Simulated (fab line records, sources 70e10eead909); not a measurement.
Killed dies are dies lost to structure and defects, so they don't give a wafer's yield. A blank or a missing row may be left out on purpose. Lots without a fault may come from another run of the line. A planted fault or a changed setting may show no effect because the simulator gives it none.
Which tool did it? | flow nand_harc | 24 lots, 72 wafers sampled, at 1 step of a route of 1159

WHAT THE GAUGES READ, wafer by wafer
NHARC_A_CHANNEL_FILL_D1_INSPECT_13. Usual: raw_defect_count 284, standard deviation 120.
lot  | measured     | on                | raw_defect_count | flag
L074 | day 10 16:21 | defect_inspect-01 | 360 160 251      |
L076 | day 10 23:56 | defect_inspect-02 | 232 208 173      |
L075 | day 10 23:58 | defect_inspect-02 | 239 256 439      |
L077 | day 11 05:12 | defect_inspect-02 | 333 308 255      |
L080 | day 11 19:37 | defect_inspect-02 | 272 216 181      |
L079 | day 11 19:39 | defect_inspect-02 | 153 119 147      |
L078 | day 11 19:49 | defect_inspect-02 | 173 320 247      |
L081 | day 12 00:38 | defect_inspect-02 | 322 435 533      |
L082 | day 12 11:43 | defect_inspect-01 | 873 445 465      |
L083 | day 12 19:29 | defect_inspect-02 | 413 598 261      |
L085 | day 13 11:06 | defect_inspect-01 | 303 429 330      |
L084 | day 13 11:06 | defect_inspect-02 | 364 591 349      |
L086 | day 13 18:49 | defect_inspect-01 | 224 341 246      |
L087 | day 13 18:59 | defect_inspect-01 | 213 198 252      |
L089 | day 14 15:23 | defect_inspect-02 | 153 174 204      |
L088 | day 14 15:23 | defect_inspect-01 | 462 323 419      |
L093 | day 14 23:00 | defect_inspect-02 | 312 269 309      |
L091 | day 14 23:01 | defect_inspect-01 | 212 248 251      |
L092 | day 15 03:49 | defect_inspect-01 | 458 170 283      |
L090 | day 15 03:49 | defect_inspect-02 | 125 240 169      |
L094 | day 15 13:45 | defect_inspect-02 | 276 246 440      |
L096 | day 16 05:54 | defect_inspect-01 | 271 270 402      |
L095 | day 16 05:55 | defect_inspect-02 | 141 214 155      |
L097 | day 16 12:26 | defect_inspect-02 | 229 115 140      |

WHICH TOOL RAN EACH LOT (tool, then ch and the chambers of the sampled wafers, then the start)
The record holds no process step before these readings.

WHAT THE TOOLS THEMSELVES READ (means of the sampled wafers that have a number; where no wafer has one, the mark that the record gives instead)
The record holds no such reading with a usual standard deviation.

THE ANSWER, worked out from the rows above alone
Rule: a lot is off if the mean of its wafers that have a number lies more than 3 standard deviations from the usual mean. A lot without any number at a reading at which 4 lots or more have one is off too. The other lots that the step has rows for count as sound. The gauges are gone through in route order, then the tools' own readings, and for those a lot's mean is taken as printed above. The first step at which some lot is off is used, and at that step the reading that is off furthest; a lot without a number counts as furthest.
No lot is off at any reading shown: from this, nothing can be told.

WHAT THE SIMULATOR HAD PUT IN
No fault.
